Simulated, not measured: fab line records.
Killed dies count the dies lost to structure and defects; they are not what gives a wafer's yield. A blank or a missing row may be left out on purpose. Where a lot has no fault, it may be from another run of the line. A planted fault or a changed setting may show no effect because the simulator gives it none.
Split-lot study / flow n5 finfet / route with 1938 steps; 7 lots, 39 wafers read

== THE SPLIT ==
At N5_DUMMY_GATE_ETCH_42 (etches SiO2 in CHF3/O2, target depth 3.5 nm, time 31 s), the setting bias w was moved away from the recipe's 12 W on 15 of the 39 wafers read, by -15.0% to +17.9%. This setting was run at the recipe's value on the other wafers.

The split's own step is where the reading is taken.

== THE READING ==
rf vpp V, in V, at N5_DUMMY_GATE_ETCH_42 (etches SiO2 in CHF3/O2, target depth 3.5 nm, time 31 s). Typical for fault-free wafers on this fab line: 42.5 V, with standard deviation 1 V.

wafer=L078.1; tool, chamber at the split=rie diel-05, 2; bias w as run, W=14.15; against the recipe=+17.9%; rf vpp V, V=46.3; against lot-mates on the recipe=+3.6
wafer=L078.2; tool, chamber at the split=rie diel-05, 3; bias w as run, W=14.15; against the recipe=+17.9%; rf vpp V, V=48.4; against lot-mates on the recipe=+5.7
wafer=L078.3; tool, chamber at the split=rie diel-05, 1; bias w as run, W=12; against the recipe=recipe; rf vpp V, V=42.8; against lot-mates on the recipe=-
wafer=L078.4; tool, chamber at the split=rie diel-05, 1; bias w as run, W=12; against the recipe=recipe; rf vpp V, V=43.1; against lot-mates on the recipe=-
wafer=L078.5; tool, chamber at the split=rie diel-05, 2; bias w as run, W=12; against the recipe=recipe; rf vpp V, V=42.3; against lot-mates on the recipe=-
wafer=L078.6; tool, chamber at the split=rie diel-05, 3; bias w as run, W=14.15; against the recipe=+17.9%; rf vpp V, V=47.1; against lot-mates on the recipe=+4.4
wafer=L081.1; tool, chamber at the split=rie diel-06, 3; bias w as run, W=12; against the recipe=recipe; rf vpp V, V=44.2; against lot-mates on the recipe=-
wafer=L081.2; tool, chamber at the split=rie diel-06, 2; bias w as run, W=10.2; against the recipe=-15.0%; rf vpp V, V=37.5; against lot-mates on the recipe=-5.3
wafer=L081.3; tool, chamber at the split=rie diel-06, 0; bias w as run, W=10.2; against the recipe=-15.0%; rf vpp V, V=38.0; against lot-mates on the recipe=-4.8
wafer=L081.4; tool, chamber at the split=rie diel-06, 1; bias w as run, W=12; against the recipe=recipe; rf vpp V, V=42.1; against lot-mates on the recipe=-
wafer=L081.5; tool, chamber at the split=rie diel-06, 0; bias w as run, W=10.2; against the recipe=-15.0%; rf vpp V, V=38.5; against lot-mates on the recipe=-4.3
wafer=L081.6; tool, chamber at the split=rie diel-06, 1; bias w as run, W=12; against the recipe=recipe; rf vpp V, V=42.2; against lot-mates on the recipe=-
wafer=L083.1; tool, chamber at the split=rie diel-03, 1; bias w as run, W=12; against the recipe=recipe; rf vpp V, V=42.9; against lot-mates on the recipe=-
wafer=L083.2; tool, chamber at the split=rie diel-03, 0; bias w as run, W=12; against the recipe=recipe; rf vpp V, V=42.8; against lot-mates on the recipe=-
wafer=L083.3; tool, chamber at the split=rie diel-03, 2; bias w as run, W=12; against the recipe=recipe; rf vpp V, V=43.2; against lot-mates on the recipe=-
wafer=L083.4; tool, chamber at the split=rie diel-03, 3; bias w as run, W=13.98; against the recipe=+16.5%; rf vpp V, V=45.5; against lot-mates on the recipe=+2.5
wafer=L083.5; tool, chamber at the split=rie diel-03, 3; bias w as run, W=13.98; against the recipe=+16.5%; rf vpp V, V=47.9; against lot-mates on the recipe=+4.9
wafer=L083.6; tool, chamber at the split=rie diel-03, 2; bias w as run, W=13.98; against the recipe=+16.5%; rf vpp V, V=48.8; against lot-mates on the recipe=+5.8
wafer=L087.1; tool, chamber at the split=rie diel-06, 0; bias w as run, W=12; against the recipe=recipe; rf vpp V, V=42.8; against lot-mates on the recipe=-
wafer=L087.5; tool, chamber at the split=rie diel-06, 2; bias w as run, W=12; against the recipe=recipe; rf vpp V, V=41.5; against lot-mates on the recipe=-
wafer=L087.6; tool, chamber at the split=rie diel-06, 1; bias w as run, W=12; against the recipe=recipe; rf vpp V, V=43.0; against lot-mates on the recipe=-
wafer=L092.1; tool, chamber at the split=rie diel-05, 0; bias w as run, W=12; against the recipe=recipe; rf vpp V, V=42.0; against lot-mates on the recipe=-
wafer=L092.2; tool, chamber at the split=rie diel-05, 2; bias w as run, W=12; against the recipe=recipe; rf vpp V, V=42.2; against lot-mates on the recipe=-
wafer=L092.3; tool, chamber at the split=rie diel-05, 3; bias w as run, W=12; against the recipe=recipe; rf vpp V, V=42.9; against lot-mates on the recipe=-
wafer=L092.4; tool, chamber at the split=rie diel-05, 3; bias w as run, W=11.15; against the recipe=-7.1%; rf vpp V, V=41.0; against lot-mates on the recipe=-1.4
wafer=L092.5; tool, chamber at the split=rie diel-05, 0; bias w as run, W=11.15; against the recipe=-7.1%; rf vpp V, V=39.5; against lot-mates on the recipe=-2.9
wafer=L092.6; tool, chamber at the split=rie diel-05, 2; bias w as run, W=11.15; against the recipe=-7.1%; rf vpp V, V=40.7; against lot-mates on the recipe=-1.7
wafer=L093.1; tool, chamber at the split=rie diel-05, 3; bias w as run, W=12.91; against the recipe=+7.6%; rf vpp V, V=44.7; against lot-mates on the recipe=+1.7
wafer=L093.2; tool, chamber at the split=rie diel-05, 0; bias w as run, W=12.91; against the recipe=+7.6%; rf vpp V, V=44.0; against lot-mates on the recipe=+1.0
wafer=L093.3; tool, chamber at the split=rie diel-05, 2; bias w as run, W=12; against the recipe=recipe; rf vpp V, V=42.8; against lot-mates on the recipe=-
wafer=L093.4; tool, chamber at the split=rie diel-05, 3; bias w as run, W=12.91; against the recipe=+7.6%; rf vpp V, V=44.1; against lot-mates on the recipe=+1.1
wafer=L093.5; tool, chamber at the split=rie diel-05, 0; bias w as run, W=12; against the recipe=recipe; rf vpp V, V=41.9; against lot-mates on the recipe=-
wafer=L093.6; tool, chamber at the split=rie diel-05, 2; bias w as run, W=12; against the recipe=recipe; rf vpp V, V=44.2; against lot-mates on the recipe=-
wafer=L097.1; tool, chamber at the split=rie diel-03, 0; bias w as run, W=12; against the recipe=recipe; rf vpp V, V=44.8; against lot-mates on the recipe=-
wafer=L097.2; tool, chamber at the split=rie diel-03, 2; bias w as run, W=12; against the recipe=recipe; rf vpp V, V=43.1; against lot-mates on the recipe=-
wafer=L097.3; tool, chamber at the split=rie diel-03, 1; bias w as run, W=12; against the recipe=recipe; rf vpp V, V=40.5; against lot-mates on the recipe=-
wafer=L097.4; tool, chamber at the split=rie diel-03, 3; bias w as run, W=12; against the recipe=recipe; rf vpp V, V=41.2; against lot-mates on the recipe=-
wafer=L097.5; tool, chamber at the split=rie diel-03, 1; bias w as run, W=12; against the recipe=recipe; rf vpp V, V=41.4; against lot-mates on the recipe=-
wafer=L097.6; tool, chamber at the split=rie diel-03, 2; bias w as run, W=12; against the recipe=recipe; rf vpp V, V=42.9; against lot-mates on the recipe=-

THE FIT
A straight line over all 39 wafers: rf vpp V changes by +0.283 V for each +1% of bias w; r = +0.93; the points scatter about the line by 0.95 V.
The same after taking each lot's own level away (the mean of its wafers on the recipe; 39 wafers): +0.274 V for each +1%; r = +0.93; scatter 0.95 V.
That fit puts the effect of the largest move of bias w on the reading at 4.9 V.
Across the lots, their own levels run from 42.32 to 42.97 V, a range of 0.6 times the standard deviation given above.
Consequently the slope shifts little with the lot-to-lot level, the two slopes agreeing.
Check: with one of the wafers moved furthest among these (+17.9%) left out of the fit, the line predicts +4.93 V for it against its lot-mates. Against them it came out at +3.57 V.
Tool readings at the split's step, against how far the setting was moved: rf vpp V r = +0.93.

== OTHER SPLITS APPLIED TO THESE WAFERS ==
These wafers also went through other splits before the reading. Each is held against what the fit with the lots' levels taken away leaves over:
other split on the same wafers=N5_FIN_CUT_ETCH_21 time s; wafers away from the commonest value=15; r with rf vpp V (lot level and that fit taken away)=+0.09
other split on the same wafers=N5_DUMMY_GATE_ETCH_37 source w; wafers away from the commonest value=12; r with rf vpp V (lot level and that fit taken away)=+0.18

== THE FILE'S OWN FIT ==
rf vpp V changes by +0.27 V for each +1% of bias w, r = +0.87.
